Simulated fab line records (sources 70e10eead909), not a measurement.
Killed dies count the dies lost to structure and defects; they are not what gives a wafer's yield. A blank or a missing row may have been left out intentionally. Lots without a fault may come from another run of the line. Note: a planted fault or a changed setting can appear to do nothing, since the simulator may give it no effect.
Problem report, 8D (eight disciplines) form, completed by code || flow nand-harc || the parts of the form that need people (team, actions taken, sign-off) are left out

== 1. WHAT IS WRONG ==
thk-nm at NHARC_A_ONON_D1_THK_MEAS_30 reads a mean of 696 nm on 6 wafers of 2 lots; wafers without a fault read 999 nm with a standard deviation of 11. Relative to the usual mean, that is a shift of -28 standard deviations.
The step: measures by ellipsometry.
First observed at day 11 20:32: wafer L379.4, on film-metro-01. The record has a number at this step for 42 wafers belonging to 14 lots. The rule behind "out" and "out of limits": a value lying over 4 standard deviations away from the usual mean. All remaining wafers that have a number are taken as sound.

== 2. WHAT IT IS, AND WHAT IT ISN'T ==
{"question": "which readings at this step", "is": "thk-nm", "is not": "-"}
{"question": "which lots", "is": "L379, L380", "is not": "L365, L367, L370, L372, L373, L381, L382, L383, L384, L385, L387, L388"}
{"question": "which wafers of those lots", "is": "all that have a number", "is not": "-"}
{"question": "read on which gauges", "is": "film-metro-01, film-metro-02", "is not": "-"}
{"question": "when", "is": "from day 11 20:32", "is not": "up to then (15 sound wafers); but 21 sound wafers of L381, L382, L383, L384, L385, L387, L388 came after"}

== 3. WHAT RULES OUT EACH SUSPECT ==
Counting: a tool stays on the suspect list if, at a process step up to the reading, it processed all lots that are out and no sound lot following the first of them.
- the gauge at NHARC_A_ONON_D1_THK_MEAS_30 has been ruled out. 2 gauges (film-metro-01, film-metro-02) read the wafers that are out.
- pecvd-onon-02 at NHARC_A_ONON_D1_DEP_28 (target thk 1000 nm): kept. It ran every lot that is out, first L379 (day 11 20:12), and no sound lot after that; its last sound lot up to then is L373 (day 10 01:47).
Remaining after the count: pecvd-onon-02 at NHARC_A_ONON_D1_DEP_28.

== 4. THE CAUSE (what the simulator had put in) ==
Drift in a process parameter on pecvd-onon-02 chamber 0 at NHARC_A_ONON_D1_DEP_28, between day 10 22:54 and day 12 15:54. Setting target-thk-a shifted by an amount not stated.
This tool alone remained once counting was done.

== 5. THE CHAIN OF EFFECTS, in route order ==
Each row: a reading whose mean over the struck wafers that have a number lies more than 3 standard deviations from the usual. Only readings whose record carries a usual standard deviation are examined. hours: median over the lots of the time between each lot's start at the first step of this table that gives one and its start at this step. sigmas: the change, counted in usual standard deviations.
{"hours": 0, "step": "NHARC_A_ONON_D1_THK_MEAS_30", "reading": "thk-nm", "usual": "999 nm", "on struck wafers": 696, "change": -303, "sigmas": -28}
{"hours": 287, "step": "NHARC_END_SORT_01", "reading": "killed-at-array", "usual": 25, "on struck wafers": 672, "change": "+647", "sigmas": "+66"}
{"hours": 287, "step": "NHARC_END_SORT_01", "reading": "killed-dies", "usual": 29, "on struck wafers": 677, "change": "+648", "sigmas": "+65"}

== 6. WHAT WOULD HAVE CAUGHT IT SOONER ==
In this record the first reading out of limits at a measuring or inspecting step was taken at day 11 20:32, 22 hours after the fault began at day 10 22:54.
Among the 2 lots that are out, L380 began NHARC_A_ONON_D1_DEP_28 on pecvd-onon-02 after day 11 20:32. Putting the tool on hold at that point would have spared it.
